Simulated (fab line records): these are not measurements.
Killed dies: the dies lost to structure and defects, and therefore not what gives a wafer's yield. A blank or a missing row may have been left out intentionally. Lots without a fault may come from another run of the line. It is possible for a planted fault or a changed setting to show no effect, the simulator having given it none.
Which tool was responsible?	flow nandHarc	6 lots with 18 wafers sampled at 3 steps, on a route of 1302 steps

== WHAT THE GAUGES SHOWED, per wafer ==
NHARC_A_M0_CD_MEAS_09: the cd target is 80 nm.
lot	measured	on	cdNm (nm)
L364	day 23 13:37	cdSem-03	78.7 79.4 79.1
L367	day 24 11:10	cdSem-03	80.4 80.8 80.8
L369	day 25 05:40	cdSem-03	79.7 79.3 80.1
L372	day 26 16:06	cdSem-01	79.8 79.3 78.7
L380	day 30 10:29	cdSem-01	66.7 79.1 76.6
L384	day 32 01:43	cdSem-02	80.2 79.8 80.2

== WHAT TOOL EACH LOT RAN ON (gives the tool, then ch and the chambers of the sampled wafers, and finally the start) ==
lot	NHARC_A_BLC_PVD_32	NHARC_A_M0_EXPOSE_06
L364	pvdSputter-02, day 23 13:28 or earlier	arfiScanner-02 ch 0, day 23 13:28
L367	pvdSputter-03, day 24 11:01 or earlier	arfiScanner-02 ch 0, day 24 11:01
L369	pvdSputter-02, day 25 05:32 or earlier	arfiScanner-03 ch 0, day 25 05:32
L372	pvdSputter-03, day 26 15:57 or earlier	arfiScanner-01 ch 0, day 26 15:57
L380	pvdSputter-03, day 30 10:21 or earlier	arfiScanner-02 ch 0, day 30 10:21
L384	pvdSputter-03, day 32 01:34 or earlier	arfiScanner-01 ch 0, day 32 01:34
- NHARC_A_BLC_PVD_32: deposits Ti, target thk 5 nm, time 17.7 s.
- NHARC_A_M0_EXPOSE_06: exposes mask A M0, target cd 80 nm.

== THE ANSWER, worked out from the rows above alone ==
Rule: what is usual is taken from the lots themselves. Put in order of their means at a reading, lots are off if they are a third of the lots or fewer, leave a main group of 4 or more, and stand apart from it by a gap of 3 or more times the standard deviation of the main group's means; of several such gaps the widest counts. The tables above print the reading to a certain number of digits; a main group whose means all agree to those digits is not used. A lot without any number at a reading at which 4 lots or more have one is off too. The other lots that the step has rows for count as sound.
Off: L380, at NHARC_A_M0_CD_MEAS_09 (cdNm). The main group has a mean of 79.8 nm with a standard deviation of 0.57.
If a tool, at a process step before that reading, ran all the lots that are off and no sound lot after the first of them, it fits. The gauges at NHARC_A_M0_CD_MEAS_09 are tried like those tools. With no start given for some of its lots, NHARC_A_BLC_PVD_32 uses the hours and lot order of NHARC_A_M0_EXPOSE_06. This does not decide it: 2 tools fit, namely arfiScanner-02 at NHARC_A_M0_EXPOSE_06 and cdSem-01 at NHARC_A_M0_CD_MEAS_09.

== WHAT HAD BEEN PUT IN BY THE SIMULATOR ==
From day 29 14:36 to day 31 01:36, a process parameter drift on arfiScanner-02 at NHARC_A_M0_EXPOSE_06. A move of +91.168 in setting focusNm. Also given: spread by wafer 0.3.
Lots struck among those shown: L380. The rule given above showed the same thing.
